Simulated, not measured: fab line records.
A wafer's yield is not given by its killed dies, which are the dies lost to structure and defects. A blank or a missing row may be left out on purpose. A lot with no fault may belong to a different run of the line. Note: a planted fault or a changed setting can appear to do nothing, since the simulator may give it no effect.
Matching of chambers | flow nand-harc | NHARC_THIN_TSV_CMP_01 on cmp-04: 4 sister chambers
The step polishes. 22 wafers are shown with their chamber, then 11 later ones without.

## WAFERS WITH THEIR CHAMBER
wafer  | chamber | motor-current-A (A)
L075.2 | 1       | 13.2
L075.5 | 1       | 13.4
L075.6 | 2       | 13.6
L081.2 | 1       | 12.9
L081.5 | 1       | 13.1
L081.6 | 2       | 12.7
L082.1 | 3       | 13.9
L082.2 | 0       | 11.8
L082.4 | 1       | 13.9
L083.1 | 1       | 13.8
L083.2 | 0       | 11.7
L083.3 | 3       | 13.5
L084.2 | 0       | 12.1
L084.3 | 1       | 13.0
L084.6 | 2       | 13.2
L086.1 | 3       | 14.0
L086.2 | 1       | 13.1
L086.5 | 2       | 13.0
L087.1 | 0       | 11.4
L087.5 | 1       | 13.2
L087.6 | 2       | 13.4
L088.1 | 1       | 13.4

SIGNATURES, as means of the wafers listed above
reading         | chamber 0 | chamber 1 | chamber 2 | chamber 3 | scatter within a chamber
motor-current-A | 11.750    | 13.300    | 13.180    | 13.800    | 0.321
Rule: a wafer lies at a distance from a chamber equal to the root of the sum of squares, over the readings, of (its reading less the chamber's mean, divided by the reading's scatter). The wafer belongs to the nearest chamber; if the next one is less than 2 further off, it can't be placed. The scatter: take each reading less its chamber's mean, square it, sum over the shown wafers, divide by the number of wafers less the number of chambers, and take the root.

## WAFERS WHOSE CHAMBER IS MISSING
wafer  | motor-current-A (A)
L088.5 | 13.3
L088.6 | 12.7
L092.1 | 13.1
L092.3 | 11.8
L092.4 | 13.1
L091.1 | 11.8
L091.2 | 13.1
L091.3 | 13.4
L097.2 | 13.2
L097.5 | 13.4
L097.6 | 12.6

## THE CHAMBER EACH PASSED THROUGH
wafer  | from the rows above               | in truth
L088.5 | can't be placed: 1 or 2 or 3      | 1
L088.6 | can't be placed: 2 or 1 or 0 or 3 | 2
L092.1 | can't be placed: 2 or 1 or 3      | 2
L092.3 | 0                                 | 0
L092.4 | can't be placed: 2 or 1 or 3      | 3
L091.1 | 0                                 | 0
L091.2 | can't be placed: 2 or 1 or 3      | 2
L091.3 | can't be placed: 1 or 2 or 3      | 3
L097.2 | can't be placed: 2 or 1 or 3      | 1
L097.5 | can't be placed: 1 or 2 or 3      | 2
L097.6 | can't be placed: 2 or 1 or 0 or 3 | 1
Correctly placed: 2 of 11. Not placeable from these rows: 9 (in 9, the candidates include the true chamber). Wrongly placed: 0.
